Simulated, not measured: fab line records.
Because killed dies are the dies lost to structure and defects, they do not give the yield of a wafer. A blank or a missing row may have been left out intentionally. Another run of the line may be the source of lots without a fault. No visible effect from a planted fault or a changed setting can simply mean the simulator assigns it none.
Which tool was responsible? + flow nand-harc + Sampling: 6 lots, 18 wafers, 5 of 1302 route steps

## WHAT THE GAUGES READ, wafer by wafer
NHARC_END_SORT_01.
| lot  | measured     | on        | killed-at-array |
|------|--------------|-----------|-----------------|
| L142 | day 25 18:44 | prober-01 | 75 68 81        |
| L148 | day 28 05:56 | prober-01 | 57 66 66        |
| L151 | day 29 12:00 | prober-02 | 49 60 51        |

## EACH LOT AND THE TOOL THAT RAN IT (in order: tool; ch and the chambers of the sampled wafers; start)
| lot  | NHARC_A_STAIRCASE_ETCH_313         | NHARC_A_STAIRCASE_DEP_417       | NHARC_A_STAIRCASE_DEP_151       | NHARC_A_STAIRCASE_DEP_325       |
|------|------------------------------------|---------------------------------|---------------------------------|---------------------------------|
| L142 | rie-diel-12 ch 1,2,3, day 18 12:13 | pecvd-02 ch 0, day 18 16:23     | pecvd-04 ch 0,2, day 19 03:38   | pecvd-03 ch 0,1,2, day 19 16:51 |
| L145 | rie-diel-05 ch 0,2,3, day 19 14:56 | pecvd-02 ch 0,2, day 19 19:09   | pecvd-02 ch 0,1,2, day 20 06:55 | pecvd-03 ch 0,2, day 20 23:31   |
| L148 | rie-diel-09 ch 0,1, day 20 16:13   | pecvd-04 ch 1,2, day 20 20:16   | pecvd-04 ch 0,1,2, day 21 07:16 | pecvd-04 ch 0,1,2, day 22 03:04 |
| L151 | rie-diel-12 ch 0,1,3, day 22 08:24 | pecvd-02 ch 1,2, day 22 12:40   | pecvd-04 ch 0,1,2, day 22 23:35 | pecvd-02 ch 0,1, day 23 16:16   |
| L158 | rie-diel-09 ch 0,1, day 24 21:50   | pecvd-02 ch 0,1,2, day 25 03:44 | pecvd-03 ch 0,1, day 25 15:02   | pecvd-03 ch 0,2, day 26 07:05   |
| L160 | rie-diel-12 ch 1,2, day 26 04:25   | pecvd-03 ch 0,1,2, day 26 11:24 | pecvd-03 ch 0,1,2, day 26 19:19 | pecvd-02 ch 0,1,2, day 27 11:04 |
- NHARC_A_STAIRCASE_ETCH_313: etches the open film in CF4/CHF3.
- NHARC_A_STAIRCASE_DEP_417: deposits Si3N4, target thk 60 nm.
- NHARC_A_STAIRCASE_DEP_151: deposits SiO2, target thk 7200 nm.
- NHARC_A_STAIRCASE_DEP_325: deposits SiO2, target thk 7200 nm.

## THE ANSWER, worked out from the rows above alone
Rule: what is usual is taken from the lots themselves. The widest of any qualifying gaps counts: lots, ordered by their means at a reading, are off when they make up no more than a third of the lots, leave a main group of 4 or more, and stand apart from it by 3 or more times the standard deviation of that group's means. Not used: any main group whose means are identical at the precision the tables above print for the reading. Also off: a lot with no number at a reading for which 4 or more lots have one. The other lots that the step has rows for count as sound.
No lot is off at any reading shown: from this, nothing can be told.

## WHAT THE SIMULATOR HAD INSERTED
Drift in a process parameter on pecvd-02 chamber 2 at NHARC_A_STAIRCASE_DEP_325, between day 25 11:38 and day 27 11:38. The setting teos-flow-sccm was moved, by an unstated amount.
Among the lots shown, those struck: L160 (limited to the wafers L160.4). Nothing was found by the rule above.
